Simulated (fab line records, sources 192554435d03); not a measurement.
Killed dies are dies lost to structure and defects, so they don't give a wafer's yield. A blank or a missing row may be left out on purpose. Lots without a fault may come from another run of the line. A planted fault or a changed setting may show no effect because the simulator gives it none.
A struck lot beside a sound one | flow n5_finfet | 14 steps out of a route of 1938
Sound: wafers L652.2, L652.4, L652.5. Struck: wafers L654.1, L654.3, L654.5. The cause comes at the end.
At each step with rows: each side's tool, then ch and its chambers, then its first start. Under that, the readings that differ: sound wafers | struck wafers | difference of the means | sigmas: that difference in standard deviations of wafers without a fault.
alike: readings whose means differ by less than 2 such deviations, and words and numbers that are the same on both sides. not compared: withheld readings, readings that some wafer has no value for, bounds like >300 that may hide the same value, and numbers for which the record gives no deviation and whose values overlap.
The two part at a step that has a row with sigmas, a row that says differs or no value, or rows on one side only. Numbers that don't overlap but have no deviation are shown without sigmas and don't part them. A reading that every wafer of one side lacks parts them only if that side has two wafers or more.

first, 1 step without rows for these wafers: N5_MIM_TOP_LITHO_HARDBAKE_09 (time 120 s).
N5_MIM_TOP_LITHO_CD_MEAS_08: target cd 2000 nm.
  sound on cd_sem-03 ch 0, day 14 05:17; struck on cd_sem-02 ch 0, day 15 20:23
  alike: cd_nm
N5_MIM_TOP_LITHO_OVL_MEAS_11:
  sound on overlay-02 ch 0, day 14 05:19; struck on overlay-01 ch 0, day 15 20:25
  alike: MIM_TOP_OVL
N5_MIM_TOP_LITHO_INSPECT_12: inspects for defects (macro).
  sound on defect_inspect-02, day 14 05:20; struck on defect_inspect-01, day 15 20:26
  alike: raw_defect_count
N5_MIM_TOP_LITHO_DESCUM_10: chemistry O2, time 7.9 s.
  sound on rie_diel-06 ch 0,1, day 14 05:22; struck on rie_diel-06 ch 0,1, day 15 20:28
  alike: chamber_pressure_mTorr, drypump_motor_current_A, oes_product_au, rf_vpp_V, showerhead_plenum_p_Torr, throttle_valve_pct
  not compared: rf_hours_counter_h
N5_MIM_TOP_ETCH_ETCH_00: etches TiN in Cl2/BCl3, target depth 38.5 nm.
  sound on rie_metal-01 ch 0,1, day 14 05:28; struck on rie_metal-01 ch 0, day 15 20:34
  alike: chamber_pressure_mTorr, drypump_motor_current_A, oes_ar_750_au, oes_product_au, throttle_valve_pct
  not compared: rf_hours_counter_h
N5_MIM_TOP_ETCH_STRIP_01: strips in O2.
  sound on rie_diel-03 ch 0,3, day 14 05:36; struck on rie_diel-04 ch 0,1, day 15 20:42
  alike: chamber_pressure_mTorr, drypump_motor_current_A, oes_product_au, rf_vpp_V, showerhead_plenum_p_Torr, throttle_valve_pct
  not compared: rf_hours_counter_h
N5_MIM_TOP_ETCH_PECVD_03: deposits SiNx from SiH4/NH3/N2, target thk 20 nm, time 17.6 s.
  sound on pecvd-01 ch 0,1, day 14 05:40; struck on pecvd-01 ch 0,1, day 15 20:46
  alike: heater_power_w, showerhead_plenum_p_Torr, throttle_valve_pct
then, 4 steps without rows for these wafers: N5_MIM_BOT_LITHO_HMDS_01 (time 60 s); N5_MIM_BOT_LITHO_COAT_02; N5_MIM_BOT_LITHO_EBR_04; N5_MIM_BOT_LITHO_SOFTBAKE_03 (time 90 s).
N5_MIM_BOT_LITHO_EXPOSE_05: exposes mask MIM BOT.
  sound on krf_scanner-02 ch 0, day 14 05:51; struck on krf_scanner-01, day 15 20:56
  no value came back on the struck wafers for exposure_dose_mJ_cm2, focus_offset_nm (nm), na; on the sound wafers exposure_dose_mJ_cm2 reads 24.250 24.216 24.251
  alike: mask
then, 1 step without rows for these wafers: N5_MIM_BOT_LITHO_PEB_06.

WHERE THEY PART
Only at N5_MIM_BOT_LITHO_EXPOSE_05, within this record.

WHY: what the simulator had put in
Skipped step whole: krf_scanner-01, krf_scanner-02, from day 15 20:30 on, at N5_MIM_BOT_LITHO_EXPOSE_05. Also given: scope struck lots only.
